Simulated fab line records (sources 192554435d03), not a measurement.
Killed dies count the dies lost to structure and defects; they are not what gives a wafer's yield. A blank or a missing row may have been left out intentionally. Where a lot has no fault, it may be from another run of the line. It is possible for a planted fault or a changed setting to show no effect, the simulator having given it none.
fab line records -- flow n5_finfet
record: lots: 11, wafers: 33, last_day: 16
route steps=1938 shown BEOL_M9@1455 BEOL_M10@1473
lots with no fault: from the same line, run without faults
start_h: the number of hours between the record's first day and the start of the first shown wafer of the lot -- wait_h: hours elapsed since this lot's preceding step -- " the same as in the row above -- L1.1+2: a single row standing in for several wafers -- - no value present, or no start provided -- * or withheld: withheld -- < > ~ a bound
route shown NAME@n: names a module that has steps shown in the file, with the first one's number in the route -- usual: mean and standard deviation over wafers with no fault -- same: alike in all rows -- chamber/n: place in a boat -- sites: per-site readings -- _std_site: how widely they spread, as a standard deviation -- _edge_site: the outer-site mean with the inner-site mean subtracted -- radius_mm: for every site, how far away it sits from the centre of the wafer -- mask NAME#n: copy n -- behind: the last tool/chamber to shape the wafer -- hold: why the lot went on hold/how many hours it stayed there/how the hold came to an end -- device: which transistor (n, p or np) failed to switch -- end of line: the tests these same wafers got at the end of their route -- where a step has no rows: the recipe by itself -- killed: dies that structure and defects cost at the first sort, which is not the same as the wafer's yield -- map: dies across one wafer; x = killed, . = not, _ = none there
set.NAME: setting as actually run; set.NAME@STEP: the setting as run at that earlier step -- model.NAME: the simulator's own value behind a step, which no gauge read
one table for each step of the route and one row for each wafer, over a sample of lots
services: the hour from which a tool's chamber was out of use, counted from the record's first day as start_h (under 0 if before that day), plus the number of hours and why
== steps ==
step: N5_BEOL_M9_CURE_72
recipe: temp_c: 370, time_s: 120, ambient: DMADMS/He, material: SiCOH_lowk
usual: lamp_power_pct: 52.31/0.057, wafer_temp_C_max: 372.0/0.75
same: time_s: 120
lot.wafer,tool,chamber,start_h,wait_h,lamp_power_pct,wafer_temp_C_max
L816.1,uv_cure-02,1,197.86,0.0,52.31,373.7
L816.3,uv_cure-02,1,197.86,0.0,52.40,372.2
L816.6,uv_cure-02,1,197.86,0.0,52.33,373.2
L819.2,uv_cure-03,2,231.57,0.1,52.23,371.9
L819.3,uv_cure-03,2,231.57,0.1,52.29,371.3
L819.5,uv_cure-03,2,231.57,0.1,52.28,371.2
L821.2,uv_cure-03,1,237.87,0.1,52.23,373.7
L821.4,uv_cure-03,1,237.87,0.1,52.24,372.4
L821.6,uv_cure-03,1,237.87,0.1,52.28,372.4
L820.1,uv_cure-02,0,241.90,0.0,52.33,371.9
L820.2,uv_cure-02,0,241.90,0.0,52.32,372.6
L820.5,uv_cure-02,0,241.90,0.0,52.31,371.7
L826.1,uv_cure-02,2,263.93,0.0,52.26,372.0
L826.2,uv_cure-02,2,263.93,0.0,52.35,371.8
L826.3,uv_cure-02,2,263.93,0.0,52.37,372.0
L825.2,uv_cure-01,0,264.09,0.2,52.24,371.4
L825.3,uv_cure-01,0,264.09,0.2,52.28,370.9
L825.4,uv_cure-01,0,264.09,0.2,52.38,371.7
L827.1,uv_cure-02,0,272.77,0.0,52.29,371.7
L827.2,uv_cure-02,0,272.77,0.0,52.32,371.6
L827.3,uv_cure-02,0,272.77,0.0,52.28,372.0
L831.2,uv_cure-02,2,303.90,0.1,52.39,371.9
L831.5,uv_cure-02,2,303.90,0.1,52.35,372.0
L831.6,uv_cure-02,2,303.90,0.1,52.27,372.1
L835.2,uv_cure-02,2,315.60,0.1,52.34,372.1
L835.5,uv_cure-02,2,315.60,0.1,52.30,371.6
L835.6,uv_cure-02,2,315.60,0.1,52.38,371.6
L836.3,uv_cure-03,0,326.10,0.1,52.33,371.8
L836.4,uv_cure-03,0,326.10,0.1,52.36,371.3
L836.5,uv_cure-03,0,326.10,0.1,52.33,371.7
L837.1,uv_cure-02,1,328.44,0.0,52.34,373.7
L837.2,uv_cure-02,1,328.44,0.0,52.28,372.6
L837.6,uv_cure-02,1,328.44,0.0,52.35,372.5
step: N5_BEOL_M9_SPUTTER_48
recipe: material: Cu, target_thk_a: 120, temp_c: -20, bias_v: 60, power_w: 26000, chamber_pressure_pa: 0.13, time_s: 2
usual: bias_v: 60.0/0.57, chuck_sensor_temp_C: -15.9/0.5, substrate_temp_c: -19.98/0.097, throttle_valve_pct: 30.3/1.1
same: time_s: 2
lot.wafer,tool,chamber,start_h,wait_h,bias_v,chuck_sensor_temp_C,substrate_temp_c,throttle_valve_pct
L816.1,pvd_sputter-01,-,200.81,1.6,60.3,-16.7,-19.93,29.5
L816.3,pvd_sputter-01,-,200.81,1.6,60.2,-15.7,-20.19,31.1
L816.6,pvd_sputter-01,-,200.81,1.6,59.2,-16.3,-19.92,31.0
L819.2,pvd_sputter-01,-,232.64,0.1,60.8,-15.0,-20.09,31.6
L819.3,pvd_sputter-01,-,232.64,0.1,60.2,-16.7,-19.99,29.6
L819.5,pvd_sputter-01,-,232.64,0.1,60.9,-15.7,-19.89,31.3
L821.2,pvd_sputter-01,-,238.86,0.1,61.0,-16.6,-20.17,29.6
L821.4,pvd_sputter-01,-,238.86,0.1,60.4,-15.9,-19.88,30.9
L821.6,pvd_sputter-01,-,238.86,0.1,60.7,-16.6,-19.93,29.8
L820.1,pvd_sputter-02,-,243.53,0.2,60.1,-16.6,-20.00,30.1
L820.2,pvd_sputter-02,-,243.53,0.2,60.6,-15.7,-19.87,31.3
L820.5,pvd_sputter-02,-,243.53,0.2,60.5,-15.4,-19.93,29.2
L825.2,pvd_sputter-02,-,266.55,0.1,60.0,-15.3,-19.95,29.3
L825.3,pvd_sputter-02,-,266.55,0.1,59.6,-16.2,-20.00,30.1
L825.4,pvd_sputter-02,-,266.55,0.1,60.1,-15.6,-19.92,31.6
L826.1,pvd_sputter-01,-,266.81,0.1,60.4,-15.0,-20.02,31.6
L826.2,pvd_sputter-01,-,266.81,0.1,59.9,-15.8,-20.08,31.1
L826.3,pvd_sputter-01,-,266.81,0.1,60.8,-16.3,-19.96,30.9
L827.1,pvd_sputter-03,-,274.26,0.1,60.0,-15.9,-20.10,28.6
L827.2,pvd_sputter-03,-,274.26,0.1,60.8,-15.6,-20.02,31.7
L827.3,pvd_sputter-03,-,274.26,0.1,59.3,-16.4,-19.93,30.3
L831.2,pvd_sputter-03,-,306.75,0.1,59.2,-16.3,-20.03,30.4
L831.5,pvd_sputter-03,-,306.75,0.1,58.9,-15.5,-19.94,31.6
L831.6,pvd_sputter-03,-,306.75,0.1,60.9,-16.3,-20.05,30.3
L835.2,pvd_sputter-03,-,316.81,0.1,59.8,-16.3,-20.07,30.4
L835.5,pvd_sputter-03,-,316.81,0.1,60.2,-15.9,-20.02,29.0
L835.6,pvd_sputter-03,-,316.81,0.1,60.8,-15.8,-20.05,28.5
L836.3,pvd_sputter-01,-,327.03,0.1,59.9,-16.0,-19.98,31.0
L836.4,pvd_sputter-01,-,327.03,0.1,59.8,-15.0,-20.00,31.6
L836.5,pvd_sputter-01,-,327.03,0.1,59.7,-16.2,-20.04,31.1
L837.1,pvd_sputter-03,-,329.52,0.1,60.1,-15.5,-20.10,31.9
L837.2,pvd_sputter-03,-,329.52,0.1,60.1,-16.4,-19.90,30.3
L837.6,pvd_sputter-03,-,329.52,0.1,60.1,-16.4,-19.98,30.5
step: N5_BEOL_M9_ECD_50
recipe: material: Cu, target_thk_a: 3180
lot.wafer,tool,chamber,start_h,wait_h
L816.1+3+6,ecd_cu-01,0,200.93,0.1
L819.2+3+5,ecd_cu-01,0,232.76,0.1
L821.2+4+6,ecd_cu-01,"1,1,0",238.98,0.1
L820.1+2+5,ecd_cu-01,"0,1,0",243.65,0.1
L825.2+3+4,ecd_cu-01,"1,1,0",266.67,0.1
L826.1+2+3,ecd_cu-01,"1,0,1",266.93,0.1
L827.1+2+3,ecd_cu-01,"0,1,1",274.38,0.1
L831.2+5+6,ecd_cu-02,"1,0,1",306.87,0.1
L835.2+5+6,ecd_cu-02,"1,1,0",316.93,0.1
L836.3+4+5,ecd_cu-02,"0,1,1",327.18,0.1
L837.1+2+6,ecd_cu-02,"0,1,1",329.64,0.1
step: N5_BEOL_M9_CMP_52
recipe: stop_on: SiCOH_lowk, t_overpolish_s: 7, down_force_psi: 1, platen_rpm: 50, clearing_platen_down_force_psi: 1.5, clearing_platen_rpm: 50, post_cmp_clean: cu_alkaline, target_thk_nm: 140, clearing_platen_pad_velocity_m_s: 0.99484, pad_velocity_m_s: 0.99484
usual: clearing_platen_down_force_psi: 1.500/0.003, motor_current_A: 5.9/0.54, time_to_endpoint_s: 67/3.3
lot.wafer,tool,chamber,start_h,wait_h,clearing_platen_down_force_psi,motor_current_A,time_to_endpoint_s
L816.1,cmp-02,0,201.40,0.3,1.497,6.6,64
L816.3,cmp-02,2,201.40,0.3,1.500,5.6,62
L816.6,cmp-02,0,201.40,0.3,1.496,6.4,64
L819.3,cmp-03,3,233.24,0.2,1.498,5.9,60
L819.2,cmp-03,0,233.24,0.2,1.499,5.4,68
L819.5,cmp-03,2,233.24,0.2,1.501,5.4,64
L821.2,cmp-04,1,239.66,0.2,1.500,6.0,69
L821.4,cmp-04,2,239.66,0.2,1.499,5.7,66
L821.6,cmp-04,0,239.66,0.2,1.496,6.1,63
L820.2,cmp-02,2,244.49,0.2,1.506,5.4,65
L820.1,cmp-02,0,244.49,0.2,1.496,6.7,64
L820.5,cmp-02,1,244.49,0.2,1.500,6.7,69
L825.2,cmp-04,1,267.11,0.2,1.500,5.9,72
L825.4,cmp-04,2,267.11,0.2,1.500,5.5,47
L825.3,cmp-04,3,267.11,0.2,1.502,7.0,49
L826.3,cmp-04,0,267.38,0.2,1.503,6.1,48
L826.1,cmp-04,1,267.38,0.2,1.494,5.9,71
L826.2,cmp-04,2,267.38,0.2,1.509,5.4,73
L827.2,cmp-03,3,274.82,0.2,1.499,5.8,62
L827.1,cmp-03,0,274.82,0.2,1.500,5.3,71
L827.3,cmp-03,1,274.82,0.2,1.508,5.3,48
L831.2,cmp-02,1,307.35,0.3,1.503,6.1,67
L831.6,cmp-02,3,307.35,0.3,1.497,5.6,61
L831.5,cmp-02,0,307.35,0.3,1.501,6.6,64
L835.2,cmp-03,2,317.38,0.3,1.498,5.7,65
L835.6,cmp-03,1,317.38,0.3,1.498,5.4,71
L835.5,cmp-03,2,317.38,0.3,1.497,5.5,67
L836.4,cmp-03,2,328.27,0.1,1.499,5.7,69
L836.3,cmp-03,0,328.27,0.1,1.500,5.5,69
L836.5,cmp-03,3,328.27,0.1,1.501,6.2,64
L837.2,cmp-02,0,330.13,0.3,1.500,6.2,65
L837.1,cmp-02,1,330.13,0.3,1.506,6.7,68
L837.6,cmp-02,2,330.13,0.3,1.500,5.7,68
step: N5_BEOL_M10_PECVD_70
recipe: material: SiO2, target_thk_a: 200, temp_c: 400, precursor: TEOS/O2, pressure_torr: 5.5, rf_w: 450, teos_flow_sccm: 53.8, gas: O2, flow_sccm: 3000, time_s: 22.7
usual: heater_power_w: 729/68, showerhead_plenum_p_Torr: 8.79/0.053, throttle_valve_pct: 22.3/1.4
same: time_s: 22.7
lot.wafer,tool,chamber,start_h,wait_h,heater_power_w,showerhead_plenum_p_Torr,throttle_valve_pct
L816.1,pecvd-01,2,202.52,0.0,670,8.83,22.9
L816.3,pecvd-01,1,202.52,0.0,883,8.82,22.5
L816.6,pecvd-01,1,202.52,0.0,879,8.83,22.5
L819.2,pecvd-04,1,234.29,0.0,710,8.76,24.4
L819.3,pecvd-04,0,234.29,0.0,722,8.73,22.3
L819.5,pecvd-04,0,234.29,0.0,747,8.73,22.1
L821.2,pecvd-02,0,241.22,0.0,770,8.79,24.0
L821.4,pecvd-02,2,241.22,0.0,662,8.84,21.9
L821.6,pecvd-02,0,241.22,0.0,773,8.78,24.1
L820.1,pecvd-01,1,246.08,0.0,759,8.83,22.4
L820.2,pecvd-01,0,246.08,0.0,649,8.73,21.7
L820.5,pecvd-01,0,246.08,0.0,651,8.74,21.7
L825.2,pecvd-02,2,268.20,0.0,711,8.82,22.0
L825.3,pecvd-02,1,268.20,0.0,779,8.76,22.7
L825.4,pecvd-02,2,268.20,0.0,715,8.84,21.7
L826.1,pecvd-01,2,268.96,0.0,753,8.82,20.4
L826.2,pecvd-01,0,268.96,0.0,630,8.72,21.5
L826.3,pecvd-01,1,268.96,0.0,788,8.83,22.3
L827.1,pecvd-04,2,275.91,0.0,665,8.87,20.1
L827.2,pecvd-04,0,275.91,0.0,696,8.72,22.3
L827.3,pecvd-04,1,275.91,0.0,775,8.78,24.6
L831.2,pecvd-04,1,308.39,0.0,778,8.75,24.5
L831.5,pecvd-04,2,308.39,0.0,722,8.88,19.7
L831.6,pecvd-04,1,308.39,0.0,777,8.75,24.4
L835.2,pecvd-04,1,318.50,0.0,662,8.76,24.5
L835.5,pecvd-04,0,318.50,0.0,732,8.72,22.4
L835.6,pecvd-04,2,318.50,0.0,784,8.90,19.9
L836.3,pecvd-02,1,329.39,0.0,709,8.78,22.7
L836.4,pecvd-02,2,329.39,0.0,715,8.82,22.0
L836.5,pecvd-02,1,329.39,0.0,696,8.77,22.7
L837.1,pecvd-02,1,331.18,0.0,742,8.77,23.0
L837.2,pecvd-02,0,331.18,0.0,821,8.81,24.2
L837.6,pecvd-02,2,331.18,0.0,707,8.83,21.8
== services ==
tool,chamber,start_h,hours,kind
pecvd-04,0,174.70,5.5,scheduled_down
cmp-03,-,203.49,4.3,repair
cmp-04,-,206.70,4.0,pm
pecvd-02,1,207.07,5.5,scheduled_down
cmp-02,-,208.01,1.8,repair
uv_cure-03,-,209.53,7.5,pm
uv_cure-02,-,211.26,0.3,repair
pecvd-02,2,213.03,5.5,scheduled_down
cmp-04,-,217.95,6.5,repair
pecvd-01,-,219.34,6.0,pm
uv_cure-03,-,233.15,0.6,repair
cmp-03,-,234.33,1.3,repair
pecvd-01,2,234.42,2.5,repair
uv_cure-01,-,236.00,1.0,pm
uv_cure-01,-,249.12,2.1,pm
uv_cure-03,-,267.64,2.1,pm
cmp-03,-,281.47,1.8,repair
pvd_sputter-01,-,290.79,0.8,repair
pvd_sputter-01,-,294.87,7.9,repair
pecvd-02,-,303.54,3.5,repair
cmp-04,-,308.37,1.9,repair
ecd_cu-01,-,308.70,1.0,repair
pecvd-01,0,316.01,5.0,repair
pvd_sputter-02,-,330.33,4.9,repair
== key ==
first_sign: step: N5_BEOL_M9_CMP_52, reading: time_to_endpoint_s, direction: down, sigmas: 5.8, usual: *, struck: *
effect none on later readings
met_at N5_BEOL_M9_ECD_50
struck_lots L825,L826,L827
struck_wafers L825.3,L825.4,L826.3,L827.3
not_acting_at N5_BEOL_M9_CURE_72,N5_BEOL_M9_SPUTTER_48,N5_BEOL_M10_PECVD_70
onset_between 243.65 266.67
fault: kind: process_parameter_drift, tool: ecd_cu-01, chamber: -, onset_h: 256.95, steps: N5_BEOL_M9_ECD_50, channel: target_thk_a, offset: *, shape: step, end_h: 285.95, scope: struck_wafers_only, acts_in: *, stated: *
